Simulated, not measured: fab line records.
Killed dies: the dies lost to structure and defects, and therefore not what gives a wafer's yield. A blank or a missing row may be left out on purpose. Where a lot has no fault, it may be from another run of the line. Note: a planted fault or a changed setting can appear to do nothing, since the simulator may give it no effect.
fab line records    flow n5-finfet
record: lots: 7  wafers: 21  last-day: 16
route steps=1938 shown BEOL_M0_SAQP@681 BEOL_M4@1111 PASSIVATION@1936
lots that met no fault: from a run of the same line without faults
start-h: start of the lot's first displayed wafer, in hours after the record's first day    wait-h: hours elapsed since this lot's preceding step    " identical to the entry in the row above    L1.1+2: a single row standing in for several wafers    - value missing, or start not given    * or withheld: withheld    < > ~ a bound
route shown NAME@n: NAME is a module with steps in the file, n the number in the route of the first one    usual: mean/standard deviation of fault-free wafers    same: alike in all rows    chamber/n: place in a boat    sites: each site's reading    _std_site: the values' standard deviation    _edge_site: mean of outer sites minus mean of inner sites    radius-mm: for every site, how far away it sits from the centre of the wafer    mask NAME#n: copy n    behind: the tool/chamber that last shaped the wafer    hold: why the lot was held/for how many hours/how that ended    device: the n, p or np transistor that did not switch    end of line: tests run on the same wafers once the route is complete    a step with no rows: only its recipe    killed: count of dies lost to structure and defects at first sort (not the wafer's yield)    map: shows each die of a wafer: x if killed, . if not, _ if none is there
set.NAME: the run value of the setting; set.NAME@STEP: its run value at that earlier step    model.NAME: the simulator's own value behind a step, which no gauge read
certain route steps with their lots: each step a table, each wafer a row
services: when a tool's chamber went out of use (start-h, in hours from the record's first day, below 0 if earlier), for how many hours, and the reason
== steps ==
step: N5_BEOL_M0_SAQP_COAT_72
recipe: resist: SiARC  temp-c: 220  time-s: 60  spin-rpm: 1500  resist-thk-nm: 15
step: N5_BEOL_M0_SAQP_COAT_87
recipe: resist: underlayer  temp-c: 205  time-s: 60  spin-rpm: 1500  resist-thk-nm: 5
step: N5_BEOL_M0_SAQP_COAT_34
recipe: resist: CAR-EUV  spin-rpm: 1500  resist-thk-nm: 30
step: N5_BEOL_M0_SAQP_EBR_36
recipe: solvent: PGMEA  ebr-width-mm: 1.5
step: N5_BEOL_M0_SAQP_SOFTBAKE_35
recipe: temp-c: 110  time-s: 60  resist: CAR-EUV
step: N5_BEOL_M0_SAQP_EXPOSE_37
recipe: mask-id: M0_CUT1  na: 0.33  source-shape: annular  sigma-inner: 0.35  sigma-outer: 0.8  polarization: unpolarized  target-cd-nm: 30  dose-mj: 44.75
step: N5_BEOL_M0_SAQP_PEB_38
recipe: peb-temp-c: 100  peb-time-s: 60  resist: CAR-EUV
step: N5_BEOL_M0_SAQP_DEVELOP_39
recipe: develop-time-s: 30  developer: TMAH  resist: CAR-EUV  rinse-liquid: surfactant-rinse  dry: air-spin  dev-temp-c: 23
step: N5_BEOL_M0_SAQP_CD_MEAS_40
recipe: target-cd-nm: 30  landing-energy-ev: 500  detector: se-inlens
usual: cd-nm: 30.00/0.24
lot.wafer  tool       chamber  start-h  wait-h  cd-nm
L252.1     cd-sem-01  0        115.09   -       29.94
L252.2     "          0        "        "       30.08
L252.6     "          0        "        "       29.50
L254.2     cd-sem-03  0        135.79   -       29.71
L254.3     "          0        "        "       29.82
L254.5     "          0        "        "       30.13
L260.1     cd-sem-03  0        161.35   -       30.12
L260.4     "          0        "        "       30.16
L260.5     "          0        "        "       30.56
L261.1     cd-sem-02  0        168.47   -       30.16
L261.3     "          0        "        "       29.86
L261.4     "          0        "        "       30.19
L262.2     cd-sem-01  0        177.26   -       30.24
L262.5     "          0        "        "       30.08
L262.6     "          0        "        "       30.22
L269.1     cd-sem-02  0        219.80   -       29.81
L269.4     "          0        "        "       29.99
L269.5     "          0        "        "       29.82
L270.1     cd-sem-01  0        221.51   -       30.20
L270.5     "          0        "        "       30.23
L270.6     "          0        "        "       29.82
step: N5_BEOL_M0_SAQP_OVL_MEAS_41
recipe: points-per-wafer: 522
usual: M0_CUT1_OVL: 0.1/0.63
lot.wafer  tool        chamber  start-h  wait-h  M0_CUT1_OVL[nm]
L252.1     overlay-01  0        115.12   0.0     0.4
L252.2     "           0        "        "       0.9
L252.6     "           0        "        "       0.7
L254.2     overlay-01  0        135.82   0.0     0.2
L254.3     "           0        "        "       -0.3
L254.5     "           0        "        "       0.1
L260.1     overlay-01  0        161.38   0.0     0.8
L260.4     "           0        "        "       0.7
L260.5     "           0        "        "       -0.6
L261.1     overlay-02  0        168.50   0.0     -0.7
L261.3     "           0        "        "       0.0
L261.4     "           0        "        "       -0.9
L262.2     overlay-02  0        177.29   0.0     0.2
L262.5     "           0        "        "       -0.5
L262.6     "           0        "        "       0.0
L269.1     overlay-01  0        219.83   0.0     0.5
L269.4     "           0        "        "       -0.2
L269.5     "           0        "        "       0.3
L270.1     overlay-01  0        221.54   0.0     0.2
L270.5     "           0        "        "       0.0
L270.6     "           0        "        "       1.3
step: N5_BEOL_M0_SAQP_INSPECT_42
recipe: mode: adi  inspect-instrument: brightfield
usual: raw-defect-count: 291/75
lot.wafer  tool               chamber  start-h  wait-h  raw-defect-count
L252.1     defect-inspect-01  -        115.18   0.1     373
L252.2     "                  -        "        "       388
L252.6     "                  -        "        "       357
L254.2     defect-inspect-02  -        135.87   0.0     192
L254.3     "                  -        "        "       201
L254.5     "                  -        "        "       208
L260.1     defect-inspect-02  -        161.44   0.1     373
L260.4     "                  -        "        "       282
L260.5     "                  -        "        "       380
L261.1     defect-inspect-02  -        168.56   0.1     201
L261.3     "                  -        "        "       160
L261.4     "                  -        "        "       235
L262.2     defect-inspect-02  -        177.35   0.0     247
L262.5     "                  -        "        "       332
L262.6     "                  -        "        "       271
L269.1     defect-inspect-02  -        219.89   0.1     262
L269.4     "                  -        "        "       204
L269.5     "                  -        "        "       317
L270.1     defect-inspect-01  -        221.60   0.1     180
L270.5     "                  -        "        "       301
L270.6     "                  -        "        "       253
step: N5_BEOL_M0_SAQP_DESCUM_45
recipe: chemistry: O2  time-s: 7  source-power-w: 50  bias-power-w: 20  pressure-mtorr: 20  rf-frequency-hz: 2.712e+07  temp-c: 40  resist: CAR-EUV  o2-flow-sccm: 225
usual: drypump-motor-current-A: 5.9/0.37  oes-product-au: 0.76/0.059  rf-vpp-V: 243.2/1.6  showerhead-plenum-p-Torr: 2.10/0.087  throttle-valve-pct: 20.39/0.24
lot.wafer  tool         chamber  start-h  wait-h  drypump-motor-current-A  oes-product-au  rf-hours-counter-h  rf-vpp-V  showerhead-plenum-p-Torr  throttle-valve-pct
L252.1     rie-diel-01  1        115.22   0.0     6.3                      0.80            131                 244.6     2.21                      20.08
L252.2     "            0        "        "       5.5                      0.85            50                  243.8     2.23                      20.52
L252.6     "            2        "        "       6.4                      0.75            -                   241.9     2.00                      20.18
L254.2     rie-diel-06  2        135.91   0.0     6.4                      0.72            186                 243.7     2.10                      20.47
L254.3     "            1        "        "       5.8                      0.89            27                  245.2     2.13                      20.26
L254.5     "            2        "        "       6.4                      0.72            -                   242.8     2.10                      20.47
L260.1     rie-diel-01  1        161.47   0.0     6.3                      0.78            147                 245.4     2.20                      20.09
L260.4     "            2        "        "       6.4                      0.74            169                 241.5     1.99                      20.22
L260.5     "            1        "        "       6.3                      0.79            -                   244.4     2.20                      20.09
L261.1     rie-diel-01  2        168.59   0.0     6.4                      0.73            172                 239.4     1.99                      20.22
L261.3     "            0        "        "       5.5                      0.82            69                  246.8     2.22                      20.55
L261.4     "            3        "        "       5.7                      0.72            194                 243.5     2.16                      20.32
L262.2     rie-diel-06  1        177.48   0.1     5.8                      0.86            40                  243.9     2.13                      20.29
L262.5     "            1        "        "       5.8                      0.85            -                   243.0     2.13                      20.28
L262.6     "            2        "        "       6.3                      0.71            -                   244.6     2.10                      20.48
L269.1     rie-diel-05  3        219.92   0.0     5.8                      0.71            198                 244.4     2.17                      20.58
L269.4     "            0        "        "       5.6                      0.75            147                 242.6     2.01                      20.66
L269.5     "            3        "        "       5.8                      0.70            -                   244.6     2.17                      20.59
L270.1     rie-diel-05  1        221.64   0.0     6.1                      0.70            231                 240.0     1.97                      20.02
L270.5     "            3        "        "       5.8                      0.72            -                   242.8     2.17                      20.59
L270.6     "            1        "        "       6.1                      0.71            -                   242.2     1.97                      20.03
step: N5_BEOL_M0_SAQP_ETCH_88
recipe: chemistry: N2/H2  target: underlayer  target-depth-a: 65  time-s: 5.2  ion-energy-ev: 200  mask-material: CAR-EUV  pressure-mtorr: 30  source-w: 840  bias-w: 150  n2-flow-sccm: 200  h2-flow-sccm: 200  ends: cleared
usual: bias-w: 150.0/0.46  chamber-pressure-mTorr: 29.97/0.28  drypump-motor-current-A: 5.9/0.37  etch-rf-on-time-s: 5.23/0.13  oes-product-au: 0.64/0.055  rf-vpp-V: 524.1/2.9  showerhead-plenum-p-Torr: 2.55/0.1  throttle-valve-pct: 17.81/0.24
lot.wafer  tool         chamber  start-h  wait-h  bias-w  chamber-pressure-mTorr  drypump-motor-current-A  etch-rf-on-time-s  oes-product-au  rf-hours-counter-h  rf-vpp-V  showerhead-plenum-p-Torr  throttle-valve-pct
L252.1     rie-diel-01  1        115.25   0.0     150.4   29.95                   6.3                      5.02               0.69            131                 527.5     2.65                      17.30
L252.2     "            0        "        "       149.9   29.97                   5.5                      5.16               0.73            50                  529.4     2.70                      17.82
L252.6     "            2        "        "       150.1   30.04                   6.4                      5.27               0.64            -                   520.8     2.44                      17.65
L254.2     rie-diel-06  2        135.94   0.0     149.9   30.06                   6.4                      5.39               0.61            186                 523.7     2.51                      17.69
L254.3     "            1        "        "       149.5   30.01                   5.9                      5.07               0.76            27                  527.4     2.60                      17.78
L254.5     "            2        "        "       150.2   29.93                   6.4                      5.37               0.61            -                   522.2     2.51                      17.71
L260.1     rie-diel-01  1        161.51   0.0     -       -                       -                        -                  -               -                   -         -                         -
L260.4     "            2        "        "       -       -                       -                        -                  -               -                   -         -                         -
L260.5     "            1        "        "       -       -                       -                        -                  -               -                   -         -                         -
L261.1     rie-diel-01  2        168.63   0.0     -       -                       -                        -                  -               -                   -         -                         -
L261.3     "            0        "        "       -       -                       -                        -                  -               -                   -         -                         -
L261.4     "            3        "        "       -       -                       -                        -                  -               -                   -         -                         -
L262.2     rie-diel-06  1        177.51   0.0     -       -                       -                        -                  -               -                   -         -                         -
L262.5     "            1        "        "       -       -                       -                        -                  -               -                   -         -                         -
L262.6     "            2        "        "       -       -                       -                        -                  -               -                   -         -                         -
L269.1     rie-diel-05  3        219.96   0.0     149.9   29.95                   5.8                      5.36               0.60            198                 527.6     2.64                      18.06
L269.4     "            0        "        "       149.8   29.96                   5.5                      5.22               0.64            147                 522.0     2.44                      18.13
L269.5     "            3        "        "       150.4   26.60                   5.8                      5.32               0.60            -                   526.5     2.64                      18.06
L270.1     rie-diel-05  1        221.67   0.0     150.3   30.02                   6.1                      5.32               0.59            231                 519.1     2.41                      17.57
L270.5     "            3        "        "       148.3   30.10                   5.8                      5.37               0.59            -                   524.6     2.63                      18.07
L270.6     "            1        "        "       149.9   30.02                   6.1                      5.29               0.59            -                   520.6     2.41                      17.59
step: N5_BEOL_M0_SAQP_ETCH_73
recipe: chemistry: CF4  target: SiARC  target-depth-a: 195  mask-material: CAR-EUV  time-s: 32.5  ion-energy-ev: 80  pressure-mtorr: 40  source-w: 545  bias-w: 36  Ar_flow_sccm: 100  cf4-flow-sccm: 100  ends: cleared
usual: bias-w: 36.01/0.1  cf4-flow-sccm: 100.0/0.31  drypump-motor-current-A: 5.9/0.36  etch-rf-on-time-s: 32.7/0.68  oes-product-au: 0.64/0.053  rf-vpp-V: 184.2/1.2  showerhead-plenum-p-Torr: 2.15/0.079  throttle-valve-pct: 15.61/0.21
lot.wafer  tool         chamber  start-h  wait-h  bias-w  cf4-flow-sccm  drypump-motor-current-A  etch-rf-on-time-s  oes-product-au  rf-hours-counter-h  rf-vpp-V  showerhead-plenum-p-Torr  throttle-valve-pct
L252.1     rie-diel-01  1        115.27   0.0     36.03   99.8           6.3                      31.3               0.69            131                 185.7     2.23                      15.18
L252.2     "            0        "        "       36.01   99.7           5.5                      31.9               0.73            50                  185.0     2.27                      15.66
L252.6     "            2        "        "       36.00   100.2          6.3                      32.2               0.65            -                   183.7     2.06                      15.46
L254.2     rie-diel-06  2        135.96   0.0     35.94   99.7           6.3                      33.3               0.62            186                 183.9     2.13                      15.56
L254.3     "            1        "        "       36.04   99.7           5.8                      32.0               0.75            27                  184.8     2.19                      15.52
L254.5     "            2        "        "       35.87   99.7           6.3                      33.5               0.61            -                   183.1     2.13                      15.56
L260.1     rie-diel-01  1        161.53   0.0     35.94   100.6          6.3                      31.9               0.68            147                 184.4     2.22                      15.22
L260.4     "            2        "        "       36.04   99.4           6.4                      32.8               0.63            169                 183.3     2.05                      15.49
L260.5     "            1        "        "       35.82   100.2          6.3                      31.6               0.67            -                   184.7     2.22                      15.20
L261.1     rie-diel-01  2        168.64   0.0     35.93   99.7           6.3                      32.6               0.62            172                 182.7     2.05                      15.50
L261.3     "            0        "        "       35.94   99.4           5.5                      32.1               0.71            69                  186.3     2.27                      15.69
L261.4     "            3        "        "       36.20   99.7           5.8                      33.1               0.62            194                 185.2     2.21                      15.58
L262.2     rie-diel-06  1        177.53   0.0     35.84   99.6           5.8                      32.2               0.74            40                  184.8     2.19                      15.53
L262.5     "            1        "        "       35.89   99.0           5.9                      32.4               0.73            -                   184.3     2.19                      15.53
L262.6     "            2        "        "       35.85   99.9           6.4                      34.2               0.60            -                   184.1     2.13                      15.60
L269.1     rie-diel-05  3        219.97   0.0     36.20   100.1          5.8                      33.0               0.60            198                 185.4     2.23                      15.85
L269.4     "            0        "        "       36.09   100.0          5.5                      32.5               0.63            147                 183.5     2.06                      15.84
L269.5     "            3        "        "       36.05   100.2          5.8                      33.4               0.60            -                   183.6     2.23                      15.85
L270.1     rie-diel-05  1        221.69   0.0     35.93   100.2          6.1                      33.4               0.59            231                 181.9     2.04                      15.48
L270.5     "            3        "        "       35.98   100.3          5.8                      33.4               0.60            -                   183.4     2.23                      15.87
L270.6     "            1        "        "       35.98   99.9           6.1                      33.3               0.59            -                   183.0     2.04                      15.50
step: N5_BEOL_M4_RC_MEAS_101
usual: DIBL_N: 35.8/1.6  DIBL_P: 36.0/1.9  IOFF_N: 0.151/0.029  IOFF_P: 0.21/0.037  ION_N: 673/12  ION_P: 463/7.3  SS_N: 71.5/0.58  SS_P: 73.2/0.61  VT_N: 251/3.3  VT_P: -250/3.3
lot.wafer  tool       chamber  start-h  wait-h  DIBL_N[mV/V]  DIBL_P[mV/V]  IOFF_N[nA/um]  IOFF_P[nA/um]  ION_N[uA/um]  ION_P[uA/um]  SS_N[mV/dec]  SS_P[mV/dec]  VT_N[mV]  VT_P[mV]
L252.1     prober-02  0        161.92   0.6     38.9          39.9          0.190          0.26           692           474           72.2          73.7          248       -246
L252.2     "          0        "        "       37.2          35.9          0.139          0.19           664           455           71.7          72.8          255       -253
L252.6     "          0        "        "       36.5          35.5          0.129          0.19           663           457           72.1          73.1          255       -251
L254.2     prober-01  0        186.86   0.2     37.0          37.5          0.157          0.21           682           468           70.7          73.4          253       -249
L254.3     "          0        "        "       34.7          34.5          0.109          0.17           650           454           70.7          71.9          257       -252
L254.5     "          0        "        "       37.1          37.3          0.151          0.21           672           455           71.0          73.5          251       -248
L260.1     prober-01  0        210.16   0.0     34.0          33.9          0.108          0.16           658           451           71.1          73.2          256       -252
L260.4     "          0        "        "       34.5          34.2          0.117          0.17           663           467           71.0          72.3          252       -250
L260.5     "          0        "        "       35.5          34.5          0.131          0.16           663           457           71.8          72.7          254       -256
L261.1     prober-02  0        213.18   0.0     33.6          35.0          0.128          0.22           662           467           72.3          73.0          256       -248
L261.3     "          0        "        "       33.8          34.5          0.136          0.21           667           465           71.4          72.9          251       -247
L261.4     "          0        "        "       36.6          38.1          0.195          0.28           684           472           72.1          73.7          248       -243
L262.2     prober-02  0        239.49   0.2     35.7          36.8          0.165          0.23           678           467           71.4          73.1          248       -247
L262.5     "          0        "        "       36.6          38.7          0.195          0.27           692           475           71.9          73.5          247       -246
L262.6     "          0        "        "       36.0          37.5          0.173          0.25           673           466           72.4          74.3          245       -248
L269.1     prober-01  0        277.28   0.0     36.1          36.7          0.174          0.22           691           473           71.8          73.6          247       -252
L269.4     "          0        "        "       33.0          32.3          0.112          0.16           659           455           70.5          72.4          255       -251
L269.5     "          0        "        "       33.6          33.6          0.128          0.17           677           463           71.3          73.2          252       -251
L270.1     prober-01  0        280.84   0.0     35.6          35.9          0.150          0.20           673           459           71.4          73.4          247       -251
L270.5     "          0        "        "       33.0          32.2          0.112          0.15           672           461           70.1          73.0          255       -255
L270.6     "          0        "        "       36.4          37.1          0.163          0.23           672           466           71.8          74.1          249       -249
step: N5_PASSIVATION_PROBE_49
usual: defect-limited-yield: 90.9/1.4  killed_at_M0_to_M3: 37/12  killed_at_M4_up: 14/5.3  killed-at-contacts: 12/6.2  killed-at-front-end: 41/11  killed-at-other: 3.7/2.9  killed-dies: 107/17  killed-on-rim: 14/4.4  killed-open: 71/12  killed-short: 34/7.9  sort_bin_5_function: 5.3/0.95  sort_bin_6_memory: 3.4/0.7  sort-n-pass: 1073/17  sort-yield-pct: 90.9/1.5
same: gross-dies: 1180  killed-at-back-side: 0  sort_bin_4_leakage[%]: 0  sort_bin_8_speed[%]: 0
lot.wafer  tool       chamber  start-h  wait-h  defect-limited-yield[%]  killed_at_M0_to_M3  killed_at_M4_up  killed-at-contacts  killed-at-front-end  killed-at-other  killed-dies  killed-on-rim  killed-open  killed-short  sort_bin_5_function[%]  sort_bin_6_memory[%]  sort-n-pass  sort-yield-pct[%]
L252.1     prober-02  -        272.55   0.0     91.7                     40                  7                18                  32                   1                98           20             61           37            4.1                     3.8                   1082         91.7
L252.2     prober-02  -        272.60   0.1     92.6                     28                  7                13                  39                   0                87           9              51           35            3.8                     3.2                   1093         92.6
L252.6     prober-02  -        272.80   0.3     91.0                     23                  5                11                  67                   0                106          15             76           29            4.7                     4.1                   1074         91.0
L254.2     prober-01  -        286.12   0.1     88.7                     74                  7                11                  37                   4                133          22             93           38            5.8                     5.2                   1047         88.7
L254.3     prober-01  -        286.17   0.1     90.9                     27                  14               16                  45                   5                107          14             83           23            5.3                     3.5                   1073         90.9
L254.5     prober-01  -        286.27   0.2     90.3                     40                  22               14                  36                   3                115          13             82           33            4.5                     5.0                   1065         90.3
L261.1     prober-02  -        317.43   0.0     91.0                     35                  13               15                  42                   1                106          17             75           24            4.7                     3.6                   1074         91.0
L261.3     prober-02  -        317.53   0.1     89.4                     62                  9                17                  34                   3                125          17             82           37            6.2                     4.2                   1055         89.4
L261.4     prober-02  -        317.58   0.2     92.8                     33                  7                6                   36                   3                85           10             56           23            4.3                     2.4                   1095         92.8
L260.1     prober-02  -        325.04   0.0     92.5                     21                  14               12                  34                   8                89           11             58           29            4.2                     3.0                   1091         92.5
L260.4     prober-02  -        325.19   0.2     90.5                     30                  13               18                  49                   2                112          18             75           35            4.9                     4.3                   1068         90.5
L260.5     prober-02  -        325.24   0.2     90.8                     38                  9                8                   49                   5                109          16             69           39            5.3                     3.7                   1071         90.8
L262.2     prober-02  -        341.87   0.1     93.0                     28                  15               7                   32                   1                83           10             54           25            4.2                     2.5                   1097         93.0
L262.5     prober-02  -        342.02   0.2     91.3                     25                  18               12                  44                   4                103          14             70           29            5.9                     2.8                   1077         91.3
L262.6     prober-02  -        342.07   0.3     91.9                     18                  10               8                   54                   6                96           16             49           45            4.1                     3.5                   1084         91.9
L269.1     prober-01  -        387.40   0.0     90.4                     40                  15               11                  43                   4                113          12             78           33            5.3                     4.0                   1067         90.4
L269.4     prober-01  -        387.55   0.2     91.0                     33                  9                6                   49                   9                106          12             71           35            5.5                     3.1                   1074         91.0
L269.5     prober-01  -        387.60   0.2     88.5                     47                  22               20                  45                   2                136          22             100          32            6.8                     4.4                   1044         88.5
L270.1     prober-01  -        389.39   0.0     90.8                     32                  16               18                  36                   6                108          14             72           36            5.4                     3.4                   1072         90.8
L270.5     prober-01  -        389.59   0.2     90.3                     32                  10               19                  46                   8                115          18             79           35            5.8                     3.6                   1065         90.3
L270.6     prober-01  -        389.64   0.3     87.8                     54                  10               27                  49                   4                144          14             83           61            7.7                     4.2                   1036         87.8
killed by level:class
L252.1 MOL_CONTACT_COAG:geometric-particle:open=15 BEOL_M0_SAQP:geometric-particle:short=11 BEOL_M1:geometric-particle:open=8 BEOL_M0_SAQP:geometric-particle:open=7 GATE_CUT:geometric-particle:short=6 BEOL_M3:geometric-particle:open=6 STI_FIN_REVEAL:geometric-particle:open=5 FIN_SAQP:geometric-particle:short=4
L252.2 FIN_SAQP:geometric-particle:short=9 STI_FIN_REVEAL:geometric-particle:open=9 MOL_CONTACT_COAG:geometric-particle:open=8 BEOL_M0_SAQP:geometric-particle:open=6 BEOL_M2:geometric-particle:open=6 FIN_SAQP:geometric-particle:open=5 MOL_CONTACT_COAG:geometric-particle:short=5 BEOL_M1:geometric-particle:open=5
L252.6 STI_FIN_REVEAL:geometric-particle:open=30 FIN_SAQP:geometric-particle:open=11 BEOL_M0_SAQP:geometric-particle:open=10 MOL_CONTACT_COAG:geometric-particle:open=8 STI_FIN_REVEAL:geometric-particle:short=6 BEOL_M3:geometric-particle:open=5 FIN_SAQP:geometric-particle:short=4 MOL_CONTACT_COAG:geometric-particle:short=3
L254.2 BEOL_M3:geometric-particle:open=18 BEOL_M2:geometric-particle:open=14 BEOL_M0_SAQP:geometric-particle:short=13 STI_FIN_REVEAL:geometric-particle:open=11 BEOL_M1:geometric-particle:open=11 MOL_CONTACT_COAG:geometric-particle:open=10 FIN_SAQP:geometric-particle:open=7 BEOL_M0_SAQP:geometric-particle:open=5
L254.3 STI_FIN_REVEAL:geometric-particle:open=15 MOL_CONTACT_COAG:geometric-particle:open=12 BEOL_M0_SAQP:geometric-particle:open=8 FIN_SAQP:geometric-particle:open=7 FIN_SAQP:geometric-particle:short=6 BEOL_M3:geometric-particle:open=6 STARTING-WAFER:geometric-particle:open=5 MOL_CONTACT_COAG:geometric-particle:short=4
L254.5 MOL_CONTACT_COAG:geometric-particle:open=12 BEOL_M4:geometric-particle:open=12 STI_FIN_REVEAL:geometric-particle:open=10 BEOL_M3:geometric-particle:open=8 FIN_SAQP:geometric-particle:open=7 BEOL_M1:geometric-particle:open=7 BEOL_M0_SAQP:geometric-particle:short=7 FIN_SAQP:geometric-particle:short=6
L261.1 STI_FIN_REVEAL:geometric-particle:open=11 MOL_CONTACT_COAG:geometric-particle:open=10 DUMMY_GATE:geometric-particle:open=10 BEOL_M3:geometric-particle:open=8 BEOL_M0_SAQP:geometric-particle:short=6 BEOL_M1:geometric-particle:open=6 FIN_SAQP:geometric-particle:open=5 BEOL_M2:geometric-particle:open=5
L261.3 BEOL_M3:geometric-particle:open=14 BEOL_M2:geometric-particle:open=12 MOL_CONTACT_COAG:geometric-particle:open=10 BEOL_M1:geometric-particle:open=10 STI_FIN_REVEAL:geometric-particle:open=8 BEOL_M2:geometric-particle:short=8 DUMMY_GATE:geometric-particle:open=6 BEOL_M0_SAQP:geometric-particle:short=6
L261.4 BEOL_M1:geometric-particle:open=9 DUMMY_GATE:geometric-particle:open=7 GATE_CUT:geometric-particle:short=5 BEOL_M0_SAQP:geometric-particle:short=5 BEOL_M2:geometric-particle:open=5 BEOL_M3:geometric-particle:open=5 BEOL_M5:geometric-particle:open=5 HKMG_FIN:area-etch=5
L260.1 MOL_CONTACT_COAG:geometric-particle:open=9 BEOL_M2:geometric-particle:open=9 DUMMY_GATE:geometric-particle:open=7 FIN_SAQP:geometric-particle:open=5 STI_FIN_REVEAL:geometric-particle:open=5 ILD0:geometric-particle:short=4 BEOL_M2:geometric-particle:short=4 STARTING-WAFER:geometric-particle:open=4
L260.4 FIN_SAQP:geometric-particle:short=18 MOL_CONTACT_COAG:geometric-particle:open=16 BEOL_M2:geometric-particle:open=14 FIN_SAQP:geometric-particle:open=10 DUMMY_GATE:geometric-particle:open=7 STI_FIN_REVEAL:geometric-particle:open=6 BEOL_M0_SAQP:geometric-particle:short=5 BEOL_M5:geometric-particle:open=4
L260.5 FIN_SAQP:geometric-particle:short=13 FIN_SAQP:geometric-particle:open=9 BEOL_M0_SAQP:geometric-particle:open=9 STI_FIN_REVEAL:geometric-particle:open=8 DUMMY_GATE:geometric-particle:open=8 BEOL_M2:geometric-particle:open=8 MOL_CONTACT_COAG:geometric-particle:open=7 BEOL_M0_SAQP:geometric-particle:short=7
L262.2 BEOL_M0_SAQP:geometric-particle:open=9 BEOL_M4:geometric-particle:open=7 FIN_SAQP:geometric-particle:short=6 BEOL_M3:geometric-particle:open=6 GATE_CUT:geometric-particle:open=5 BEOL_M0_SAQP:geometric-particle:short=5 STI_FIN_REVEAL:geometric-particle:open=4 GATE_CUT:geometric-particle:short=4
L262.5 GATE_CUT:geometric-particle:open=11 MOL_CONTACT_COAG:geometric-particle:open=11 STI_FIN_REVEAL:geometric-particle:open=9 GATE_CUT:geometric-particle:short=9 FIN_SAQP:geometric-particle:short=6 BEOL_M1:geometric-particle:open=6 BEOL_M2:geometric-particle:open=4 BEOL_M4:geometric-particle:open=4
L262.6 GATE_CUT:geometric-particle:short=11 FIN_SAQP:geometric-particle:short=9 FIN_SAQP:geometric-particle:open=8 GATE_CUT:geometric-particle:open=8 STI_FIN_REVEAL:geometric-particle:open=5 MOL_CONTACT_COAG:geometric-particle:open=5 DUMMY_GATE:geometric-particle:open=4 BEOL_M0_SAQP:geometric-particle:short=4
L269.1 STI_FIN_REVEAL:geometric-particle:open=11 BEOL_M2:geometric-particle:open=11 BEOL_M0_SAQP:geometric-particle:open=9 MOL_CONTACT_COAG:geometric-particle:open=8 FIN_SAQP:geometric-particle:open=7 FIN_SAQP:geometric-particle:short=6 BEOL_M0_SAQP:geometric-particle:short=6 BEOL_M4:geometric-particle:open=6
L269.4 STI_FIN_REVEAL:geometric-particle:open=12 FIN_SAQP:geometric-particle:short=11 BEOL_M0_SAQP:geometric-particle:open=10 BEOL_M0_SAQP:geometric-particle:short=10 DUMMY_GATE:geometric-particle:open=8 MOL_CONTACT_COAG:geometric-particle:open=6 BEOL_M2:geometric-particle:open=5 FIN_SAQP:geometric-particle:open=4
L269.5 MOL_CONTACT_COAG:geometric-particle:open=17 BEOL_M3:geometric-particle:open=17 BEOL_M4:geometric-particle:open=11 BEOL_M0_SAQP:geometric-particle:open=10 STI_FIN_REVEAL:geometric-particle:open=9 FIN_SAQP:geometric-particle:open=8 ILD0:geometric-particle:short=6 BEOL_M2:geometric-particle:open=6
L270.1 MOL_CONTACT_COAG:geometric-particle:open=13 BEOL_M0_SAQP:geometric-particle:short=10 STI_FIN_REVEAL:geometric-particle:open=9 FIN_SAQP:geometric-particle:open=7 BEOL_M0_SAQP:geometric-particle:open=7 DUMMY_GATE:geometric-particle:open=6 BEOL_M1:geometric-particle:open=6 MOL_CONTACT_COAG:geometric-particle:short=5
L270.5 MOL_CONTACT_COAG:geometric-particle:open=17 FIN_SAQP:geometric-particle:open=14 BEOL_M0_SAQP:geometric-particle:open=11 BEOL_M1:geometric-particle:open=10 DUMMY_GATE:geometric-particle:open=9 FIN_SAQP:geometric-particle:short=8 BEOL_M0_SAQP:geometric-particle:short=7 PASS1_CAP:geometric-particle:short=5
L270.6 MOL_CONTACT_COAG:geometric-particle:open=24 BEOL_M0_SAQP:geometric-particle:short=14 BEOL_M3:geometric-particle:short=11 GATE_CUT:geometric-particle:short=9 BEOL_M1:geometric-particle:open=9 FIN_SAQP:geometric-particle:open=7 BEOL_M1:geometric-particle:short=7 GATE_CUT:geometric-particle:open=6
== services ==
tool         chamber  start-h  hours  kind
rie-diel-06  3        91.32    4.9    repair
rie-diel-06  2        124.88   3.2    repair
rie-diel-05  0        157.45   2.8    repair
rie-diel-06  2        201.30   23.7   repair
rie-diel-06  3        202.27   7.3    repair
rie-diel-01  -        211.73   3.2    repair
rie-diel-05  2        220.81   -      clean
rie-diel-05  2        220.81   -      consumable-replace:focus-ring
rie-diel-05  2        220.81   17.9   scheduled-down
rie-diel-05  2        220.81   17.9   vent-cycle
== key ==
first-sign: step: N5_BEOL_M0_SAQP_ETCH_88  reading: tool-record  direction: missing
effect none on later readings
met-at N5_BEOL_M0_SAQP_ETCH_88
struck-wafers L260.1,L260.4,L260.5,L261.1,L261.3,L261.4,L262.2,L262.5,L262.6
onset-between 135.94 161.51
fault: kind: skipped-step-whole  tool: rie-diel-01,rie-diel-06  chamber: -  onset-h: 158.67  steps: N5_BEOL_M0_SAQP_ETCH_88  scope: struck-lots-only
